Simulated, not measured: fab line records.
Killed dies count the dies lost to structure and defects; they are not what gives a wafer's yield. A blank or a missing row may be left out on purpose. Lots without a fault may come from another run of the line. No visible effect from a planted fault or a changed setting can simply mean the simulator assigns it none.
Chamber matching :: flow n5_finfet :: N5_SDB_ETCH_18 on rie_diel-01 has 4 sister chambers
The step etches SOC in N2/H2, target depth 100 nm, overetch 20 nm, time 150 s. 4 wafers are shown with their chamber, then 7 later ones without.

## WAFERS, EACH WITH ITS CHAMBER
wafer: L869.1
chamber: 0
drypump_motor_current_A (A): 6.7

wafer: L873.2
chamber: 3
drypump_motor_current_A (A): 5.5

wafer: L876.1
chamber: 1
drypump_motor_current_A (A): 6.5

wafer: L876.4
chamber: 2
drypump_motor_current_A (A): 5.3

## WAFERS WITHOUT THEIR CHAMBER
wafer: L876.5
drypump_motor_current_A (A): 6.7

wafer: L885.1
drypump_motor_current_A (A): 6.4

wafer: L885.4
drypump_motor_current_A (A): 5.3

wafer: L885.6
drypump_motor_current_A (A): 5.5

wafer: L887.2
drypump_motor_current_A (A): 5.3

wafer: L887.3
drypump_motor_current_A (A): 6.7

wafer: L887.4
drypump_motor_current_A (A): 6.4

## EACH ONE'S CHAMBER
wafer: L876.5
from the rows above: 0
in truth: 0

wafer: L885.1
from the rows above: 1
in truth: 1

wafer: L885.4
from the rows above: 2
in truth: 2

wafer: L885.6
from the rows above: 3
in truth: 3

wafer: L887.2
from the rows above: 2
in truth: 2

wafer: L887.3
from the rows above: 0
in truth: 0

wafer: L887.4
from the rows above: 1
in truth: 1
Placed correctly: 7 of 7. Left unplaced by these rows: 0. Placed wrongly: 0.
How it was worked out, from the rows above alone: a wafer's distance from a chamber is the root of the sum, over the readings, of the square of ((its reading less the chamber's mean) divided by the reading's scatter). The wafer belongs to the nearest chamber; if the next one is less than 2 further off, it can't be placed. For every chamber, the mean is computed from those of its wafers that are shown. The scatter (one wafer shown for each chamber): square how far every hidden wafer sits from the nearest shown wafer, average those squares and take the square root.
